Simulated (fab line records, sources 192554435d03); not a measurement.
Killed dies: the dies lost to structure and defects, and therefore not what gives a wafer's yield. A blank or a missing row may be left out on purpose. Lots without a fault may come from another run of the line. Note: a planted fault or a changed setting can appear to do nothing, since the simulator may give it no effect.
fab line records -- flow n5Finfet
record lots=7, wafers=39
route steps=1938 shown FIN_SAQP@114 DUMMY_GATE@234 GATE_CUT@510 MOL_CONTACT_COAG@608 BEOL_M4@1040 BEOL_M6@1254 BEOL_M11@1590
startH: start of the lot's first displayed wafer, in hours after the record's first day -- waitH: hours from the lot's prior step to this one -- " identical to the entry in the row above -- L1.1+2: one row covering several wafers at once -- - either no value or no given start -- * or withheld: withheld -- < > ~ a bound
route shown NAME@n: NAME is a module with steps in the file, n the number in the route of the first one -- usual: mean/standard deviation of fault-free wafers -- same: alike in all rows -- chamber/n: place in a boat -- sites: readings site by site -- _std_site: their standard deviation -- _edge_site: inner sites' mean taken away from outer sites' mean -- radiusMm: how far each site lies from the wafer's centre -- mask NAME#n: copy n -- behind: the most recent tool/chamber to have shaped the wafer -- hold: what put the lot on hold/how long, in hours/how the hold closed -- device: whichever transistor did not switch (one of n, p or np) -- end of line: at the end of the route, the tests of the same wafers -- a step with no rows: only its recipe -- killed: not the wafer's yield, but the dies lost to structure and defects at the first sort -- map: a wafer's dies, marking killed ones x, the rest . and places with no die _
set.NAME: the setting that was run; set.NAME@STEP: the one run at that earlier step -- model.NAME: the simulator's own value behind a step, which no gauge read
lots whose settings were changed on purpose; a table a step, a row a wafer
## steps
# step N5_FIN_SAQP_DESCUM_21
# recipe chemistry=O2, timeS=7.9, sourcePowerW=50, biasPowerW=20, pressureMtorr=20, rfFrequencyHz=2.712e+07, tempC=40, resist=CAR-ArF, o2FlowSccm=225
lot.wafer,tool,chamber,startH,waitH,set.timeS,model.CAR-ArF_of_FIN_SAQP_COAT_10.thkNm
L075.1,rieDiel-05,1,27.27,0.0,10.07,81.97
L075.2,rieDiel-05,3,27.27,0.0,10.07,81.63
L075.3,rieDiel-05,2,27.27,0.0,10.07,81.56
L075.4,rieDiel-05,1,27.27,0.0,7.9,83.15
L075.5,rieDiel-05,3,27.27,0.0,7.9,82.92
L075.6,rieDiel-05,2,27.27,0.0,7.9,82.89
L078.1,rieDiel-05,0,45.91,0.0,7.9,83.64
L078.2,rieDiel-05,2,45.91,0.0,3.457,86.28
L078.3,rieDiel-05,1,45.91,0.0,3.457,86.16
L078.4,rieDiel-05,3,45.91,0.0,7.9,83.69
L078.5,rieDiel-05,2,45.91,0.0,7.9,83.59
L078.6,rieDiel-05,1,45.91,0.0,3.457,86.36
L079.1,rieDiel-05,2,51.95,0.0,5.457,85.28
L079.2,rieDiel-05,1,51.95,0.0,5.457,85.25
L079.3,rieDiel-05,3,51.95,0.0,7.9,83.55
L079.4,rieDiel-05,0,51.95,0.0,7.9,83.65
L079.5,rieDiel-05,1,51.95,0.0,5.457,85.44
L079.6,rieDiel-05,2,51.95,0.0,7.9,83.63
L080.3,rieDiel-05,0,57.33,0.0,7.9,83.35
L080.4,rieDiel-05,1,57.33,0.0,7.9,83.43
L080.5,rieDiel-05,2,57.33,0.0,7.9,83.1
L083.1,rieDiel-03,2,75.76,0.0,4.077,85.89
L083.2+4,rieDiel-03,"1,3",75.76,0.0,7.9,84.14
L083.3,rieDiel-03,0,75.76,0.0,4.077,86.44
L083.5,rieDiel-03,1,75.76,0.0,7.9,84.04
L083.6,rieDiel-03,0,75.76,0.0,4.077,86.49
L089.1,rieDiel-01,1,114.07,0.2,4.564,85.25
L089.2,rieDiel-01,2,114.07,0.2,4.564,85.02
L089.3,rieDiel-01,0,114.07,0.2,7.9,83.18
L089.4,rieDiel-01,3,114.07,0.2,4.564,85.16
L089.5,rieDiel-01,2,114.07,0.2,7.9,83.2
L089.6,rieDiel-01,3,114.07,0.2,7.9,83.04
L094.1,rieDiel-01,1,144.81,0.0,7.9,83.41
L094.2,rieDiel-01,2,144.81,0.0,7.9,83.52
L094.3,rieDiel-01,3,144.81,0.0,7.9,83.58
L094.4+6,rieDiel-01,"0,1",144.81,0.0,7.9,83.63
L094.5,rieDiel-01,0,144.81,0.0,7.9,83.76
# step N5_DUMMY_GATE_DESCUM_20
# recipe chemistry=O2, timeS=6.2, sourcePowerW=50, biasPowerW=20, pressureMtorr=20, rfFrequencyHz=2.712e+07, tempC=40, resist=CAR-EUV, o2FlowSccm=225
lot.wafer,tool,chamber,startH,waitH,set.timeS,model.CAR-EUV_of_DUMMY_GATE_COAT_09.thkNm
L075.1+2+6,rieDiel-02,"0,1,1",62.37,0.2,6.2,26.6
L075.3,rieDiel-02,3,62.37,0.2,9.114,25
L075.4+5,rieDiel-02,"2,0",62.37,0.2,9.114,25.2
L078.1+2+3+4+5+6,rieDiel-04,"0,1,3,2,1,2",70.16,0.0,6.2,26.4
L080.3+5,rieDiel-02,0,82.14,0.0,6.2,26.4
L080.4,rieDiel-02,2,82.14,0.0,6.2,26.6
L079.1+2+3+4+5+6,rieDiel-02,"3,1,2,0,2,1",83.70,0.2,6.2,26.4
L083.1+4,rieDiel-04,"3,2",99.07,0.0,7.753,25.8
L083.2+6,rieDiel-04,"2,3",99.07,0.0,6.2,26.6
L083.3,rieDiel-04,1,99.07,0.0,7.753,25.6
L083.5,rieDiel-04,1,99.07,0.0,6.2,26.4
L089.1+2+6,rieDiel-02,"2,0,3",142.50,2.6,6.2,26.4
L089.3,rieDiel-02,3,142.50,2.6,8.899,25
L089.4+5,rieDiel-02,"1,2",142.50,2.6,8.899,25.2
L094.1+4,rieDiel-04,0,168.03,0.0,6.2,26.4
L094.2,rieDiel-04,1,168.03,0.0,3.448,28
L094.3,rieDiel-04,2,168.03,0.0,6.2,26.6
L094.5+6,rieDiel-04,"1,2",168.03,0.0,3.448,27.8
# step N5_GATE_CUT_ALD_22
# recipe material=SiNx, targetThkA=160, tempC=400, aldPrecursorFamily=SiH2I2, aldCoReactant=N2/H2-plasma, pulseTimeS=1, aldCycles=320, purgeTimeS=2, coReactantPurgeTimeS=2, pressureTorr=2
lot.wafer,tool,chamber,startH,waitH,set.aldCycles,model.SiNx_of_GATE_CUT_ALD_22.thkNm
L075.1+3,aldSin-03,"2,0",99.93,0.5,320,16
L075.2+4+5,aldSin-03,"1,3,0",99.93,0.5,230,11.6
L075.6,aldSin-03,3,99.93,0.5,320,15.8
L078.1+2+3+4+5+6,aldSin-04,"3,2,1,0,0,1",107.79,0.6,320,16
L080.3+4+5,aldSin-04,"2,0,3",123.14,0.0,320,15.8
L079.1,aldSin-03,0,124.86,0.0,320,16.2
L079.2+6,aldSin-03,1,124.86,0.0,320,16
L079.3+5,aldSin-03,"2,0",124.86,0.0,442,22.2
L079.4,aldSin-03,3,124.86,0.0,442,22
L083.1+4+6,aldSin-01,"3,0,2",139.77,0.0,489,24.4
L083.2+3+5,aldSin-01,"2,0,3",139.77,0.0,320,16
L089.1+2+3+4+5+6,aldSin-04,"0,1,3,2,0,3",181.47,0.2,320,16
L094.1+2+5,aldSin-01,"0,3,1",206.52,0.0,375,18.8
L094.3+4+6,aldSin-01,"1,2,0",206.52,0.0,320,16
# step N5_MOL_CONTACT_COAG_ALD_133
# recipe material=SiO2, targetThkA=50, tempC=100, aldPrecursorFamily=BDEAS, aldCoReactant=O2-plasma, pulseTimeS=1, coReactantPulseTimeS=1, purgeTimeS=2, coReactantPurgeTimeS=2, aldCycles=35, pressureTorr=2
lot.wafer,tool,chamber,startH,waitH,set.aldCycles,model.SiO2_of_MOL_CONTACT_COAG_ALD_133.thkNm
L075.1+2+5,aldSin-03,"3,1,0",117.61,0.1,16,2.2
L075.3+4+6,aldSin-03,"2,0,3",117.61,0.1,35,5
L078.1+5+6,aldSin-02,"0,2,1",121.63,0.1,14,2
L078.2+3+4,aldSin-02,"1,3,2",121.63,0.1,35,5
L080.3+4+5,aldSin-03,"2,3,2",137.65,0.1,35,5
L079.1+2+3+4+5+6,aldSin-01,"2,0,3,2,3,0",139.17,0.1,35,5
L083.1+2+3,aldSin-02,"0,3,2",153.85,0.1,35,5
L083.4+6,aldSin-02,"1,0",153.85,0.1,47,6.8
L083.5,aldSin-02,3,153.85,0.1,47,6.6
L089.1+2+3+4+5+6,aldSin-02,"0,1,2,3,3,2",194.53,0.1,35,5
L094.1+2+3+4+5+6,aldSin-02,"3,2,0,0,3,2",220.66,0.1,35,5
# step N5_BEOL_M4_ETCH_64
# recipe chemistry=N2/H2, target=SOC, targetDepthA=750, overetchA=225, maskMaterial=SiARC, tempC=40, timeS=121.9, ionEnergyEv=200, pressureMtorr=30, sourceW=840, biasW=150, n2FlowSccm=200, h2FlowSccm=200
lot.wafer,tool,chamber,startH,waitH,set.targetDepthA,model.SiARC_of_BEOL_M4_COAT_62.thkNm,model.BEOL_M4.cdOffsetNm
L075.1+3,rieDiel-01,"1,3",188.16,0.0,511,7.6,-0.4
L075.2,rieDiel-01,0,188.16,0.0,750,6.6,0.2
L075.4,rieDiel-01,2,188.16,0.0,750,6.2,0.2
L075.5,rieDiel-01,1,188.16,0.0,511,7.6,-0.2
L075.6,rieDiel-01,0,188.16,0.0,750,6.8,0.2
L078.1,rieDiel-05,3,201.91,0.0,750,6.2,0
L078.2,rieDiel-05,1,201.91,0.0,1135,4.2,1
L078.3,rieDiel-05,0,201.91,0.0,750,6.4,0.4
L078.4,rieDiel-05,2,201.91,0.0,1135,3.8,1.2
L078.5,rieDiel-05,1,201.91,0.0,1135,4,0.8
L078.6,rieDiel-05,2,201.91,0.0,750,6,0.4
L079.1,rieDiel-03,1,229.99,0.0,750,6.6,0
L079.2+6,rieDiel-03,"0,1",229.99,0.0,471.8,8,-0.6
L079.3,rieDiel-03,2,229.99,0.0,750,6.4,0
L079.4,rieDiel-03,2,229.99,0.0,750,6.2,0.2
L079.5,rieDiel-03,0,229.99,0.0,471.8,8,-1
L080.3+4+5,rieDiel-05,"0,1,0",231.03,0.0,750,6.4,0.4
L083.1+3,rieDiel-05,"0,1",249.65,0.0,750,6.4,0.2
L083.2,rieDiel-05,2,249.65,0.0,397.9,8.2,-0.4
L083.4,rieDiel-05,3,249.65,0.0,397.9,8.4,-1
L083.5,rieDiel-05,1,249.65,0.0,750,6.4,0.4
L083.6,rieDiel-05,2,249.65,0.0,397.9,8.2,-0.8
L089.1,rieDiel-01,2,300.78,0.0,750,6.4,-0.4
L089.2,rieDiel-01,3,300.78,0.0,750,6.4,0
L089.3+6,rieDiel-01,1,300.78,0.0,750,6.2,0
L089.4,rieDiel-01,0,300.78,0.0,750,6.6,-0.2
L089.5,rieDiel-01,0,300.78,0.0,750,6.8,0
L094.1+3+4,rieDiel-01,"3,1,3",333.76,0.0,750,6.4,0.2
L094.2,rieDiel-01,0,333.76,0.0,750,6.8,0
L094.5,rieDiel-01,0,333.76,0.0,750,6.8,0.2
L094.6,rieDiel-01,1,333.76,0.0,750,6.2,0
# step N5_BEOL_M4_STRIP_65
# recipe chemistry=N2/H2, tempC=40, n2FlowSccm=200, h2FlowSccm=200, rfFrequencyHz=6e+07
# step N5_BEOL_M4_STRIP_75
# recipe chemistry=N2/H2, tempC=40, n2FlowSccm=200, h2FlowSccm=200, rfFrequencyHz=6e+07
# step N5_BEOL_M4_STRIP_66
# recipe chemistry=CF4, resist=SiARC, powerW=300, biasPowerW=75, pressureMtorr=50, cf4FlowSccm=150, rfFrequencyHz=6e+07
# step N5_BEOL_M4_HM_OPEN_17
# recipe chemistry=Cl2/BCl3, targetDepthA=200, overetchA=60, target=TiN, maskMaterial=SOC, ionEnergyEv=150, pressureMtorr=10, icpW=1000, biasW=126, Cl2_flow_sccm=53.25, bcl3FlowSccm=21.75, Ar_flow_sccm=25
lot.wafer,tool,chamber,startH,waitH,set.targetDepthA@BEOL_M4_ETCH_64,model.BEOL_M4.cdOffsetNm
L075.1+3,rieMetal-03,0,188.33,0.0,511,-0.4
L075.2,rieMetal-03,1,188.33,0.0,750,0.2
L075.4+6,rieMetal-03,"1,0",188.33,0.0,750,0
L075.5,rieMetal-03,1,188.33,0.0,511,-0.2
L078.1,rieMetal-03,1,202.08,0.0,750,0
L078.2+5,rieMetal-03,0,202.08,0.0,1135,0.8
L078.3+6,rieMetal-03,"0,1",202.08,0.0,750,0.2
L078.4,rieMetal-03,1,202.08,0.0,1135,1.2
L079.1+3+4,rieMetal-02,"1,0,1",230.16,0.0,750,-0.2
L079.2+6,rieMetal-02,0,230.16,0.0,471.8,-0.8
L079.5,rieMetal-02,1,230.16,0.0,471.8,-1.2
L080.3+5,rieMetal-01,1,231.24,0.1,750,0.4
L080.4,rieMetal-01,0,231.24,0.1,750,0.2
L083.1,rieMetal-01,0,249.83,0.0,750,0
L083.2,rieMetal-01,1,249.83,0.0,397.9,-0.4
L083.3,rieMetal-01,1,249.83,0.0,750,0.2
L083.4,rieMetal-01,0,249.83,0.0,397.9,-1
L083.5,rieMetal-01,1,249.83,0.0,750,0.4
L083.6,rieMetal-01,0,249.83,0.0,397.9,-0.8
L089.1+4,rieMetal-01,"1,0",300.96,0.0,750,-0.4
L089.2+5,rieMetal-01,0,300.96,0.0,750,-0.2
L089.3+6,rieMetal-01,1,300.96,0.0,750,0
L094.1+3+4+5,rieMetal-02,"1,0,1,0",333.93,0.0,750,0.2
L094.2,rieMetal-02,0,333.93,0.0,750,0
L094.6,rieMetal-02,1,333.93,0.0,750,-0.2
# step N5_BEOL_M6_SPUTTER_48
# recipe material=Cu, targetThkA=100, tempC=-20, biasV=60, powerW=26000, chamberPressurePa=0.13, timeS=1.667
lot.wafer,tool,chamber,startH,waitH,set.timeS
L075.1+2+3+4+5+6,pvdSputter-03,-,214.15,0.3,1.667
L078.1+2+6,pvdSputter-02,-,261.79,0.1,0.9537
L078.3+4+5,pvdSputter-02,-,261.79,0.1,1.667
L079.1+4+6,pvdSputter-01,-,282.00,0.1,0.9719
L079.2+3+5,pvdSputter-01,-,282.00,0.1,1.667
L080.3+4+5,pvdSputter-03,-,284.01,1.6,1.667
L083.1+2+3+4+5+6,pvdSputter-03,-,305.11,1.2,1.667
L089.1+2+3,pvdSputter-01,-,330.71,0.1,0.7067
L089.4+5+6,pvdSputter-01,-,330.71,0.1,1.667
L094.1+2+3+4+5+6,pvdSputter-02,-,360.67,0.2,1.667
# step N5_BEOL_M6_ECD_50
# recipe material=Cu, targetThkA=3000
# step N5_BEOL_M6_ANNEAL_51
# recipe tempC=225, timeS=90, ambient=N2
# step N5_BEOL_M6_DEP_56
# recipe material=SiCN, targetThkA=100, tempC=withheld, precursor=3MS/NH3, pressureTorr=3, rfW=202, timeS=17.5
# step N5_BEOL_M6_INSPECT_58
# recipe inspectInstrument=darkfield, mode=postDep
# usual rawDefectCount=71/25
lot.wafer,tool,chamber,startH,waitH,set.timeS@BEOL_M6_SPUTTER_48,rawDefectCount
L075.1,defectInspect-01,-,215.13,0.0,1.667,74
L075.2,defectInspect-01,-,215.13,0.0,1.667,47
L075.3,defectInspect-01,-,215.13,0.0,1.667,76
L075.4,defectInspect-01,-,215.13,0.0,1.667,71
L075.5,defectInspect-01,-,215.13,0.0,1.667,69
L075.6,defectInspect-01,-,215.13,0.0,1.667,99
L078.1,defectInspect-01,-,262.81,0.0,0.9537,162
L078.2,defectInspect-01,-,262.81,0.0,0.9537,137
L078.3,defectInspect-01,-,262.81,0.0,1.667,68
L078.4,defectInspect-01,-,262.81,0.0,1.667,110
L078.5,defectInspect-01,-,262.81,0.0,1.667,79
L078.6,defectInspect-01,-,262.81,0.0,0.9537,146
L079.1,defectInspect-02,-,282.95,0.0,0.9719,120
L079.2,defectInspect-02,-,282.95,0.0,1.667,61
L079.3,defectInspect-02,-,282.95,0.0,1.667,73
L079.4,defectInspect-02,-,282.95,0.0,0.9719,122
L079.5,defectInspect-02,-,282.95,0.0,1.667,58
L079.6,defectInspect-02,-,282.95,0.0,0.9719,134
L080.3,defectInspect-02,-,285.15,0.0,1.667,44
L080.4,defectInspect-02,-,285.15,0.0,1.667,28
L080.5,defectInspect-02,-,285.15,0.0,1.667,39
L083.1,defectInspect-02,-,306.16,0.0,1.667,74
L083.2,defectInspect-02,-,306.16,0.0,1.667,62
L083.3,defectInspect-02,-,306.16,0.0,1.667,106
L083.4,defectInspect-02,-,306.16,0.0,1.667,72
L083.5,defectInspect-02,-,306.16,0.0,1.667,65
L083.6,defectInspect-02,-,306.16,0.0,1.667,60
L089.1,defectInspect-02,-,331.80,0.0,0.7067,262
L089.2,defectInspect-02,-,331.80,0.0,0.7067,323
L089.3,defectInspect-02,-,331.80,0.0,0.7067,304
L089.4,defectInspect-02,-,331.80,0.0,1.667,58
L089.5,defectInspect-02,-,331.80,0.0,1.667,111
L089.6,defectInspect-02,-,331.80,0.0,1.667,64
L094.1,defectInspect-02,-,361.82,0.0,1.667,57
L094.2,defectInspect-02,-,361.82,0.0,1.667,76
L094.3,defectInspect-02,-,361.82,0.0,1.667,47
L094.4,defectInspect-02,-,361.82,0.0,1.667,53
L094.5,defectInspect-02,-,361.82,0.0,1.667,89
L094.6,defectInspect-02,-,361.82,0.0,1.667,57
# step N5_BEOL_M11_ALD_74
# recipe material=TaN, targetThkA=20, tempC=275, aldPrecursorFamily=PDMAT, aldCoReactant=NH3, pressureTorr=3, carrierFlowSccm=1500, pulseTimeS=2, purgeTimeS=3, coReactantPurgeTimeS=2, coReactantPulseTimeS=3, aldCycles=40, precursorVesselTempC=75, precursorVesselPressureTorr=26.25, precursorVesselCarrierSccm=1000
lot.wafer,tool,chamber,startH,waitH,set.aldCycles,model.TaN_of_BEOL_M11_ALD_74.thkNm
L075.1+2+4,aldMetal-04,"1,2,3",255.73,0.0,40,2
L075.3+5+6,aldMetal-04,"0,3,2",255.73,0.0,21,1
L078.1+3+5,aldMetal-03,"0,2,0",302.78,0.1,27,1.4
L078.2+4+6,aldMetal-03,"1,3,1",302.78,0.1,40,2
L080.3+4+5,aldMetal-04,"2,0,1",326.27,0.1,40,2
L079.1+2,aldMetal-03,"2,0",327.03,0.0,58,2.8
L079.3+5+6,aldMetal-03,"1,0,1",327.03,0.0,40,2
L079.4,aldMetal-03,3,327.03,0.0,58,3
L083.1+4+6,aldMetal-03,"1,0,3",354.42,0.1,40,2
L083.2+3+5,aldMetal-03,"3,2,2",354.42,0.1,59,3
L089.1+3+5,aldMetal-03,"3,0,1",375.14,0.0,40,2
L089.2+4+6,aldMetal-03,"2,1,2",375.14,0.0,19,1
L094.1+2+6,aldMetal-01,"0,1,0",412.74,0.0,40,2
L094.3+4+5,aldMetal-01,"3,2,1",412.74,0.0,62,3.2
## key
split step=N5_FIN_SAQP_DESCUM_21, setting=timeS, stated=7.9, by=wafer
response step=N5_FIN_SAQP_DESCUM_21, reading=model.CAR-ArF_of_FIN_SAQP_COAT_10.thkNm, change=-0.0472, per=1%, r=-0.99
split step=N5_DUMMY_GATE_DESCUM_20, setting=timeS, stated=6.2, by=wafer
response step=N5_DUMMY_GATE_DESCUM_20, reading=model.CAR-EUV_of_DUMMY_GATE_COAT_09.thkNm, change=-0.0308, per=1%, r=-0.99
split step=N5_GATE_CUT_ALD_22, setting=aldCycles, stated=320, by=wafer
response step=N5_GATE_CUT_ALD_22, reading=model.SiNx_of_GATE_CUT_ALD_22.thkNm, change=+0.159, per=1%, r=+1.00
split step=N5_MOL_CONTACT_COAG_ALD_133, setting=aldCycles, stated=35, by=wafer
response step=N5_MOL_CONTACT_COAG_ALD_133, reading=model.SiO2_of_MOL_CONTACT_COAG_ALD_133.thkNm, change=+0.0507, per=1%, r=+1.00
split step=N5_BEOL_M4_ETCH_64, setting=targetDepthA, stated=750, by=wafer
response step=N5_BEOL_M4_ETCH_64, reading=model.SiARC_of_BEOL_M4_COAT_62.thkNm, change=-0.0406, per=1%, r=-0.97
response step=N5_BEOL_M4_ETCH_64, reading=model.BEOL_M4.cdOffsetNm, change=+0.0182, per=1%, r=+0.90
response step=N5_BEOL_M4_HM_OPEN_17, reading=model.BEOL_M4.cdOffsetNm, change=+0.0173, per=1%, r=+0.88
split step=N5_BEOL_M6_SPUTTER_48, setting=timeS, stated=1.667, by=wafer
response step=N5_BEOL_M6_INSPECT_58, reading=rawDefectCount, change=-2.59, per=1%, r=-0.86
split step=N5_BEOL_M11_ALD_74, setting=aldCycles, stated=40, by=wafer
response step=N5_BEOL_M11_ALD_74, reading=model.TaN_of_BEOL_M11_ALD_74.thkNm, change=+0.0203, per=1%, r=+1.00
